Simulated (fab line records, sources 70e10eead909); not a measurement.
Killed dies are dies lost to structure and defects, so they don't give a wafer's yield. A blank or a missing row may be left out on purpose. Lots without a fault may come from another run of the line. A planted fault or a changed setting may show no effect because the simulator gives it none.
fab line records | flow nand_harc
record lots=24 wafers=72 last_day=24
route steps=1159 shown A_BLC@987 A_M0@1004 A_M1@1046
lots that met no fault: from a run of the same line without faults
start_h: hours from the record's first day to the start of the lot's first wafer shown | wait_h: hours since the lot's step before | " the same as in the row above | L1.1+2: a row that stands for several wafers | - no value, or no start given | * or withheld: withheld | < > ~ a bound
route shown NAME@n: a module of which the file shows steps, and the number in the route of the first | usual: mean/standard deviation of fault-free wafers | same: alike in all rows | chamber/n: place in a boat | sites: the reading at each site | _std_site: their standard deviation | _edge_site: outer sites' mean less inner sites' | radius_mm: how far each site lies from the wafer's centre | mask NAME#n: copy n | behind: the tool/chamber that last shaped the wafer | hold: why the lot was held/for how many hours/how that ended | device: the transistor (n, p or np) that didn't switch | end of line: the same wafers' tests at the end of the route | a step without rows: its recipe alone | killed: dies lost to structure and defects at the first sort, not the wafer's yield | map: a wafer's dies, x killed, . not, _ none there
set.NAME: the setting as run; set.NAME@STEP: as run at that earlier step | model.NAME: the simulator's own value behind a step, which no gauge read
steps of the route over a sample of lots; a table a step, a row a wafer
services: from which hour (start_h, from the record's first day; less than 0 if before it) a tool's chamber was out of use, for how many hours, and why
## steps
# step NHARC_A_BLC_PVD_32
# recipe target_thk_a=50 chamber_pressure_pa=5 power_w=5000 substrate_temp_c=200 time_s=17.7 material=Ti
# usual throttle_valve_pct=30.4/1.5
# columns lot.wafer tool chamber start_h wait_h throttle_valve_pct
L077.4 pvd_sputter-03 - - - 29.7
L077.6 " - " " 30.6
L077.5 " - " " 29.0
L074.4 pvd_sputter-03 - - - 28.7
L074.1 " - " " 29.5
L074.2 " - " " 34.6
L075.1 pvd_sputter-01 - - - 31.0
L075.4 " - " " 29.3
L075.6 " - " " 29.2
L079.4 pvd_sputter-03 - - - 34.6
L079.3 " - " " 29.7
L079.5 " - " " 34.5
L076.4 pvd_sputter-02 - - - 30.7
L076.1 " - " " 31.8
L076.6 " - " " 31.0
L078.4 pvd_sputter-02 - - - 30.9
L078.2 " - " " 30.3
L078.6 " - " " 31.5
L080.4 pvd_sputter-02 - - - 30.2
L080.3 " - " " 30.7
L080.6 " - " " 30.8
L081.4 pvd_sputter-02 - - - 30.2
L081.1 " - " " 30.3
L081.5 " - " " 30.8
L083.4 pvd_sputter-01 - - - 29.2
L083.3 " - " " 30.9
L083.5 " - " " 27.6
L082.1 pvd_sputter-01 - - - 27.5
L082.5 " - " " 29.3
L082.6 " - " " 30.9
L085.4 pvd_sputter-03 - - - 34.6
L085.2 " - " " 28.7
L085.6 " - " " 30.1
L084.4 pvd_sputter-01 - - - 29.5
L084.1 " - " " 29.5
L084.5 " - " " 28.8
L087.2 pvd_sputter-02 - - - 30.6
L087.6 " - " " 30.2
L087.5 " - " " 30.4
L086.2 pvd_sputter-02 - - - 29.9
L086.5 " - " " 32.2
L086.6 " - " " 30.4
L090.2 pvd_sputter-02 - - - 32.0
L090.1 " - " " 30.4
L090.5 " - " " 31.8
L089.4 pvd_sputter-03 - - - 29.6
L089.1 " - " " 30.0
L089.5 " - " " 28.6
L088.2 pvd_sputter-01 - - - 29.4
L088.4 " - " " 31.1
L088.5 " - " " 27.7
L091.4 pvd_sputter-03 - - - 28.7
L091.3 " - " " 30.1
L091.5 " - " " 33.3
L093.3 pvd_sputter-02 - - - 31.8
L093.6 " - " " 30.1
L093.5 " - " " 30.7
L092.4 pvd_sputter-01 - - - 29.3
L092.3 " - " " 29.3
L092.6 " - " " 29.4
L094.3 pvd_sputter-02 - - - 31.9
L094.4 " - " " 30.3
L094.2 " - " " 30.8
L096.3 pvd_sputter-03 - - - 33.5
L096.4 " - " " 28.7
L096.5 " - " " 29.9
L095.4 pvd_sputter-03 - - - 30.1
L095.3 " - " " 33.9
L095.6 " - " " 33.4
L097.3 pvd_sputter-02 - - - 31.8
L097.5 " - " " 30.4
L097.6 " - " " 30.8
# step NHARC_A_BLC_ALD_23
# recipe target_thk_a=30 pulse_time_s=1 ald_cycles=150 temp_c=450 material=TiN
# usual heater_power_outer_w=679/52 heater_power_w=1091/89 precursor_pulse_height_rel=1.003/0.02
# columns lot.wafer tool chamber start_h wait_h heater_power_outer_w heater_power_w precursor_pulse_height_rel
L077.4 ald_metal-04 2 399.02 - 803 1269 1.005
L077.5 " 0 " " 778 1168 0.987
L077.6 " 1 " " 615 982 1.035
L074.2 ald_metal-03 1 407.65 - 700 1097 1.003
L074.4 " 2 " " 713 1124 1.001
L074.1 " 3 " " 646 1123 1.032
L075.1 ald_metal-02 0 407.80 - 654 1117 0.978
L075.4 " 1 " " 760 1156 0.986
L075.6 " 1 " " 754 1132 0.969
L079.3 ald_metal-03 0 408.46 - 699 1215 0.997
L079.4 " 2 " " 720 1095 0.981
L079.5 " 1 " " 690 1087 1.009
L076.4 ald_metal-02 0 409.24 - 653 1092 1.011
L076.1 " 3 " " 582 907 1.010
L076.6 " 1 " " 753 1153 1.009
L078.4 ald_metal-02 2 409.82 - 648 1043 1.002
L078.2 " 3 " " 584 947 0.996
L078.6 " 1 " " 757 1142 0.994
L080.3 ald_metal-04 1 423.84 - 603 964 0.976
L080.4 " 2 " " 748 1191 0.985
L080.6 " 1 " " 617 914 1.029
L081.1 ald_metal-03 0 434.58 - 710 1231 1.012
L081.4 " 1 " " 700 1120 0.975
L081.5 " 3 " " 647 1108 1.015
L083.4 ald_metal-02 1 435.45 - 742 1123 1.007
L083.3 " 2 " " 646 1078 1.001
L083.5 " 0 " " 661 1143 0.989
L082.1 ald_metal-04 1 436.89 - 633 926 0.997
L082.5 " 3 " " 617 988 0.991
L082.6 " 0 " " 677 1040 0.975
L085.2 ald_metal-03 3 452.70 - 669 1123 1.011
L085.4 " 0 " " 701 1227 1.026
L085.6 " 2 " " 722 1119 1.001
L084.1 ald_metal-02 3 453.36 - 591 903 1.008
L084.4 " 0 " " 671 1113 1.030
L084.5 " 2 " " 665 1048 0.988
L087.2 ald_metal-03 3 460.14 - 655 1120 1.014
L087.6 " 3 " " 666 1111 1.036
L087.5 " 0 " " 690 1238 1.001
L086.2 ald_metal-03 1 461.18 - 708 1101 1.013
L086.6 " 1 " " 702 1054 1.021
L086.5 " 2 " " 722 1081 1.009
L090.2 ald_metal-04 3 478.47 - 602 1039 0.987
L090.1 " 0 " " 680 1058 0.975
L090.5 " 3 " " 606 995 0.994
L089.4 ald_metal-03 2 486.23 - 715 1095 1.014
L089.1 " 0 " " 693 1206 1.007
L089.5 " 2 " " 731 1101 1.014
L088.2 ald_metal-04 1 489.59 - 625 942 1.013
L088.4 " 2 " " 728 1223 1.018
L088.5 " 1 " " 612 961 0.988
L091.3 ald_metal-04 0 490.67 - 700 1052 0.976
L091.4 " 3 " " 611 998 1.021
L091.5 " 1 " " 630 948 1.028
L093.3 ald_metal-04 2 496.88 - 743 1227 0.973
L093.5 " 1 " " 601 953 0.995
L093.6 " 2 " " 726 1221 1.003
L092.3 ald_metal-02 3 502.35 - 591 913 1.002
L092.4 " 0 " " 665 1166 1.001
L092.6 " 2 " " 649 1046 1.023
L094.3 ald_metal-03 3 520.94 - 627 1042 1.024
L094.2 " 0 " " 689 1181 0.973
L094.4 " 1 " " 673 1075 1.032
L096.4 ald_metal-02 1 521.03 - 753 1161 0.989
L096.3 " 2 " " 665 1081 0.994
L096.5 " 2 " " 638 1066 0.987
L095.4 ald_metal-04 0 523.48 - 696 1060 0.993
L095.3 " 1 " " 633 948 0.990
L095.6 " 3 " " 601 997 1.020
L097.3 ald_metal-04 2 525.56 - 740 1245 1.046
L097.5 " 3 " " 613 1009 1.004
L097.6 " 0 " " 688 1060 1.032
# step NHARC_A_BLC_CMP_25
# recipe t_overpolish_s=30 target_thk_nm=150
# usual motor_current_A=12.2/0.98 overpolish_run_s=29.999/0.0089 time_to_endpoint_s=28.5/2.4
# columns lot.wafer tool chamber start_h wait_h motor_current_A overpolish_run_s time_to_endpoint_s
L077.4 cmp-03 1 403.98 0.3 12.6 29.998 28.2
L077.6 " 3 " " 11.9 29.992 28.4
L077.5 " 0 " " 11.7 29.999 25.6
L074.4 cmp-01 1 410.60 0.3 13.9 30.009 31.0
L074.2 " 2 " " 13.0 29.998 29.7
L074.1 " 0 " " 10.5 30.007 27.9
L075.4 cmp-03 1 411.05 0.3 13.2 30.000 27.9
L075.1 " 3 " " 12.1 30.005 29.7
L075.6 " 0 " " 11.5 29.995 28.3
L079.3 cmp-02 2 411.48 0.3 12.3 30.002 26.7
L079.4 " 0 " " 12.0 29.993 23.8
L079.5 " 3 " " 10.5 29.994 28.1
L076.1 cmp-03 3 412.35 0.5 12.5 30.008 27.5
L076.4 " 0 " " 11.4 29.996 23.8
L076.6 " 2 " " 12.5 29.997 26.8
L078.2 cmp-03 1 412.76 0.5 12.6 29.993 29.0
L078.4 " 0 " " 12.5 30.007 22.8
L078.6 " 2 " " 12.8 29.990 26.2
L080.3 cmp-01 3 426.56 0.2 14.2 30.005 28.7
L080.4 " 1 " " 13.3 30.010 31.3
L080.6 " 3 " " 13.4 29.999 28.2
L081.4 cmp-02 0 435.31 0.2 12.5 29.988 26.5
L081.1 " 2 " " 12.5 30.004 26.7
L081.5 " 1 " " 12.2 29.991 28.7
L083.3 cmp-01 3 436.19 0.3 13.7 30.008 29.9
L083.4 " 0 " " 10.6 30.016 26.9
L083.5 " 3 " " 13.6 29.990 29.1
L082.1 cmp-02 1 437.66 0.5 12.2 29.999 27.5
L082.6 " 2 " " 11.7 29.996 25.9
L082.5 " 3 " " 10.9 29.998 28.9
L085.2 cmp-02 0 453.39 0.5 12.4 30.022 31.6
L085.4 " 1 " " 11.6 29.994 30.1
L085.6 " 1 " " 11.8 29.995 28.9
L084.4 cmp-02 0 454.08 0.3 13.1 29.979 28.7
L084.1 " 2 " " 12.0 29.990 27.0
L084.5 " 1 " " 12.0 29.999 27.6
L087.2 cmp-02 3 463.15 0.5 10.4 30.000 29.1
L087.6 " 0 " " 13.2 29.997 24.7
L087.5 " 1 " " 12.2 30.008 26.1
L086.2 cmp-03 2 468.38 0.5 11.9 29.995 29.7
L086.6 " 3 " " 12.1 30.014 30.4
L086.5 " 0 " " 12.0 29.992 28.6
L090.1 cmp-03 1 484.38 0.5 12.5 30.000 28.4
L090.2 " 2 " " 12.8 30.008 26.2
L090.5 " 1 " " 13.1 29.987 30.3
L089.1 cmp-01 0 487.03 0.5 11.0 30.000 29.0
L089.4 " 1 " " 12.8 30.009 33.8
L089.5 " 2 " " 14.0 29.989 29.9
L088.4 cmp-03 1 493.19 0.4 12.8 30.025 28.0
L088.2 " 3 " " 12.4 29.990 27.3
L088.5 " 1 " " 13.1 30.000 29.7
L091.3 cmp-02 0 498.70 0.3 12.8 30.003 26.6
L091.4 " 1 " " 13.0 29.976 30.7
L091.5 " 0 " " 13.2 30.000 30.1
L093.3 cmp-02 3 504.74 0.4 9.9 29.999 28.3
L093.5 " 0 " " 13.2 29.999 27.4
L093.6 " 1 " " 11.8 30.003 29.2
L092.4 cmp-01 0 506.01 0.3 10.6 30.003 25.6
L092.3 " 3 " " 14.0 29.991 29.5
L092.6 " 1 " " 13.1 29.992 32.5
L094.2 cmp-03 1 521.73 0.5 12.9 29.984 27.1
L094.4 " 2 " " 13.1 30.012 23.5
L094.3 " 3 " " 12.6 30.002 24.5
L096.3 cmp-01 1 522.21 0.5 13.5 30.010 34.4
L096.4 " 0 " " 10.5 29.998 26.8
L096.5 " 1 " " 13.2 29.996 30.3
L095.3 cmp-02 0 524.65 0.6 12.6 29.997 28.4
L095.4 " 1 " " 12.3 30.011 28.7
L095.6 " 3 " " 10.5 30.000 31.0
L097.3 cmp-02 0 527.60 0.6 13.1 30.018 30.7
L097.6 " 1 " " 12.6 30.003 32.0
L097.5 " 2 " " 12.0 30.000 31.5
# step NHARC_A_M0_CD_MEAS_09
# recipe target_cd_nm=80 landing_energy_ev=500
# usual cd_nm=80.0/0.68
# columns lot.wafer tool chamber start_h wait_h cd_nm
L077.4 cd_sem-02 0 405.12 - 80.9
L077.5 " 0 " " 79.9
L077.6 " 0 " " 80.3
L074.1 cd_sem-03 0 411.90 - 79.5
L074.2 " 0 " " 79.9
L074.4 " 0 " " 80.2
L075.1 cd_sem-02 0 412.35 - 80.5
L075.4 " 0 " " 80.9
L075.6 " 0 " " 81.5
L079.3 cd_sem-02 0 412.79 - 78.9
L079.4 " 0 " " 79.9
L079.5 " 0 " " 79.5
L076.1 cd_sem-03 0 413.64 - 80.6
L076.4 " 0 " " 81.0
L076.6 " 0 " " 80.7
L078.2 cd_sem-02 0 413.95 - 79.6
L078.4 " 0 " " 79.9
L078.6 " 0 " " 79.7
L080.3 cd_sem-03 0 427.76 - 81.2
L080.4 " 0 " " 80.5
L080.6 " 0 " " 81.3
L081.1 cd_sem-02 0 436.62 - 80.3
L081.4 " 0 " " 80.2
L081.5 " 0 " " 80.8
L083.3 cd_sem-02 0 437.47 - 79.4
L083.4 " 0 " " 79.0
L083.5 " 0 " " 80.6
L082.1 cd_sem-02 0 438.91 - 80.2
L082.5 " 0 " " 79.9
L082.6 " 0 " " 80.7
L085.2 cd_sem-01 0 454.73 - 80.1
L085.4 " 0 " " 79.7
L085.6 " 0 " " 79.4
L084.1 cd_sem-01 0 455.39 - 79.7
L084.4 " 0 " " 80.1
L084.5 " 0 " " 80.2
L087.2 cd_sem-01 0 464.25 - 79.6
L087.5 " 0 " " 79.4
L087.6 " 0 " " 79.4
L086.2 cd_sem-03 0 469.63 - 80.8
L086.5 " 0 " " 79.0
L086.6 " 0 " " 80.0
L090.1 cd_sem-03 0 485.69 - 80.3
L090.2 " 0 " " 80.7
L090.5 " 0 " " 80.7
L089.1 cd_sem-01 0 488.28 - 79.5
L089.4 " 0 " " 79.9
L089.5 " 0 " " 79.5
L088.2 cd_sem-02 0 494.95 - 81.2
L088.4 " 0 " " 79.6
L088.5 " 0 " " 80.5
L091.3 cd_sem-01 0 499.87 - 78.9
L091.4 " 0 " " 78.4
L091.5 " 0 " " 79.5
L093.3 cd_sem-03 0 505.97 - 79.7
L093.5 " 0 " " 79.0
L093.6 " 0 " " 80.2
L092.3 cd_sem-03 0 507.32 - 79.1
L092.4 " 0 " " 79.2
L092.6 " 0 " " 79.7
L094.2 cd_sem-01 0 523.02 - 80.3
L094.3 " 0 " " 80.2
L094.4 " 0 " " 79.9
L096.3 cd_sem-03 0 523.52 - 80.7
L096.4 " 0 " " 80.8
L096.5 " 0 " " 79.3
L095.3 cd_sem-02 0 525.91 - 80.8
L095.4 " 0 " " 80.6
L095.6 " 0 " " 80.3
L097.3 cd_sem-02 0 528.83 - 79.7
L097.5 " 0 " " 79.4
L097.6 " 0 " " 80.0
# step NHARC_A_M1_DEGAS_29
# recipe temp_c=250 time_s=60
# usual heater_power_w=327/33
# columns lot.wafer tool chamber start_h wait_h heater_power_w
L077.4 pvd_sputter-03 - 410.41 - 331
L077.6 " - " " 326
L077.5 " - " " 323
L074.4 pvd_sputter-02 - 417.25 - 392
L074.1 " - " " 294
L074.2 " - " " 299
L075.4 pvd_sputter-01 - 417.97 - 342
L075.1 " - " " 334
L075.6 " - " " 354
L079.3 pvd_sputter-02 - 418.14 - 344
L079.4 " - " " 303
L079.5 " - " " 347
L076.4 pvd_sputter-01 - 418.90 - 274
L076.1 " - " " 335
L076.6 " - " " 272
L078.2 pvd_sputter-02 - 419.55 - 286
L078.4 " - " " 348
L078.6 " - " " 303
L080.4 pvd_sputter-02 - 433.20 - 286
L080.3 " - " " 301
L080.6 " - " " 379
L081.1 pvd_sputter-01 - 441.95 - 361
L081.4 " - " " 273
L081.5 " - " " 360
L083.3 pvd_sputter-02 - 443.15 - 281
L083.4 " - " " 304
L083.5 " - " " 301
L082.1 pvd_sputter-02 - 444.21 - 289
L082.6 " - " " 376
L082.5 " - " " 293
L085.4 pvd_sputter-01 - 459.93 - 362
L085.2 " - " " 339
L085.6 " - " " 359
L084.4 pvd_sputter-02 - 460.71 - 303
L084.1 " - " " 337
L084.5 " - " " 299
L087.2 pvd_sputter-03 - 469.70 - 313
L087.6 " - " " 345
L087.5 " - " " 306
L086.2 pvd_sputter-01 - 474.91 - 346
L086.5 " - " " 329
L086.6 " - " " 337
L090.1 pvd_sputter-01 - 490.87 - 325
L090.2 " - " " 358
L090.5 " - " " 321
L089.1 pvd_sputter-01 - 493.59 - 334
L089.4 " - " " 337
L089.5 " - " " 270
L088.4 pvd_sputter-01 - 500.24 - 366
L088.2 " - " " 271
L088.5 " - " " 358
L091.4 pvd_sputter-03 - 505.36 - 309
L091.3 " - " " 345
L091.5 " - " " 316
L093.3 pvd_sputter-01 - 511.63 - 332
L093.6 " - " " 335
L093.5 " - " " 363
L092.4 pvd_sputter-02 - 512.58 - 303
L092.3 " - " " 375
L092.6 " - " " 305
L094.4 pvd_sputter-03 - 528.43 - 337
L094.3 " - " " 304
L094.2 " - " " 336
L096.3 pvd_sputter-02 - 528.99 - 383
L096.4 " - " " 305
L096.5 " - " " 381
L095.4 pvd_sputter-02 - 531.24 - 299
L095.3 " - " " 339
L095.6 " - " " 302
L097.3 pvd_sputter-02 - 534.15 - 341
L097.5 " - " " 281
L097.6 " - " " 302
# step NHARC_A_M1_ANNEAL_31
# recipe temp_c=225 time_s=90
# usual wafer_temp_C_max=226.1/0.46
# columns lot.wafer tool chamber start_h wait_h wafer_temp_C_max
L077.4 rtp_anneal-01 0 411.30 - 225.6
L077.5 " 0 " " 226.0
L077.6 " 0 " " 225.7
L074.1 rtp_anneal-01 0 417.98 0.3 225.6
L074.2 " 0 " " 225.9
L074.4 " 0 " " 225.8
L075.1 rtp_anneal-02 0 418.69 0.3 226.7
L075.4 " 0 " " 227.3
L075.6 " 0 " " 226.6
L079.3 rtp_anneal-01 0 418.99 0.3 226.1
L079.4 " 0 " " 225.9
L079.5 " 0 " " 226.0
L076.1 rtp_anneal-02 0 419.64 0.3 226.9
L076.4 " 0 " " 226.6
L076.6 " 0 " " 226.1
L078.2 rtp_anneal-01 0 420.34 - 226.0
L078.4 " 0 " " 225.8
L078.6 " 0 " " 225.9
L080.3 rtp_anneal-02 0 434.06 - 225.9
L080.4 " 0 " " 227.0
L080.6 " 0 " " 226.8
L081.1 rtp_anneal-02 0 442.68 - 226.3
L081.4 " 0 " " 226.7
L081.5 " 0 " " 226.4
L083.3 rtp_anneal-02 0 443.99 0.3 226.5
L083.4 " 0 " " 226.1
L083.5 " 0 " " 226.3
L082.1 rtp_anneal-02 0 445.06 - 226.1
L082.5 " 0 " " 226.7
L082.6 " 0 " " 226.7
L085.2 rtp_anneal-01 0 460.72 0.3 226.2
L085.4 " 0 " " 225.7
L085.6 " 0 " " 225.6
L084.1 rtp_anneal-01 0 461.51 - 225.6
L084.4 " 0 " " 225.8
L084.5 " 0 " " 225.9
L087.2 rtp_anneal-01 0 470.52 0.4 225.8
L087.5 " 0 " " 226.0
L087.6 " 0 " " 225.6
L086.2 rtp_anneal-02 0 476.06 0.5 226.6
L086.5 " 0 " " 226.8
L086.6 " 0 " " 226.2
L090.1 rtp_anneal-01 0 491.61 0.3 225.7
L090.2 " 0 " " 225.6
L090.5 " 0 " " 225.9
L089.1 rtp_anneal-01 0 494.33 - 225.8
L089.4 " 0 " " 225.8
L089.5 " 0 " " 225.9
L088.2 rtp_anneal-02 0 501.03 - 226.0
L088.4 " 0 " " 227.4
L088.5 " 0 " " 226.6
L091.3 rtp_anneal-01 0 506.23 0.4 225.7
L091.4 " 0 " " 225.9
L091.5 " 0 " " 225.9
L093.3 rtp_anneal-01 0 512.50 - 225.8
L093.5 " 0 " " 225.6
L093.6 " 0 " " 225.7
L092.3 rtp_anneal-01 0 513.45 0.3 226.1
L092.4 " 0 " " 226.1
L092.6 " 0 " " 225.9
L094.2 rtp_anneal-01 0 529.22 - 225.8
L094.3 " 0 " " 225.8
L094.4 " 0 " " 225.7
L096.3 rtp_anneal-02 0 529.86 0.4 226.9
L096.4 " 0 " " 227.3
L096.5 " 0 " " 226.5
L095.3 rtp_anneal-01 0 532.09 0.3 225.8
L095.4 " 0 " " 225.7
L095.6 " 0 " " 225.8
L097.3 rtp_anneal-01 0 535.45 0.3 226.0
L097.5 " 0 " " 225.9
L097.6 " 0 " " 226.0
## services
# columns tool chamber start_h hours kind
cmp-03 - 389.66 1.8 repair
pvd_sputter-02 - 392.03 10.0 pm
ald_metal-04 - 406.00 10.0 pm
pvd_sputter-02 - 410.14 1.5 repair
cmp-02 - 412.07 1.5 repair
pvd_sputter-02 - 413.93 1.4 repair
cmp-03 - 414.41 1.9 repair
pvd_sputter-03 - 416.85 4.1 repair
cmp-02 - 422.50 4.0 pm
cmp-03 - 424.98 4.0 pm
cmp-02 - 427.14 0.9 repair
pvd_sputter-03 - 458.00 10.0 pm
cmp-03 - 460.69 6.4 repair
pvd_sputter-02 - 463.91 2.1 repair
pvd_sputter-01 - 466.65 1.8 repair
pvd_sputter-03 - 470.61 2.0 repair
ald_metal-04 2 483.82 3.1 repair
ald_metal-03 2 497.63 59.5 repair
pvd_sputter-02 - 499.75 6.1 repair
ald_metal-03 - 500.00 10.0 pm
cmp-02 - 506.15 0.6 repair
pvd_sputter-01 - 514.02 10.0 pm
cmp-02 - 520.50 4.0 pm
cmp-03 - 522.98 4.0 pm
## key
fault none
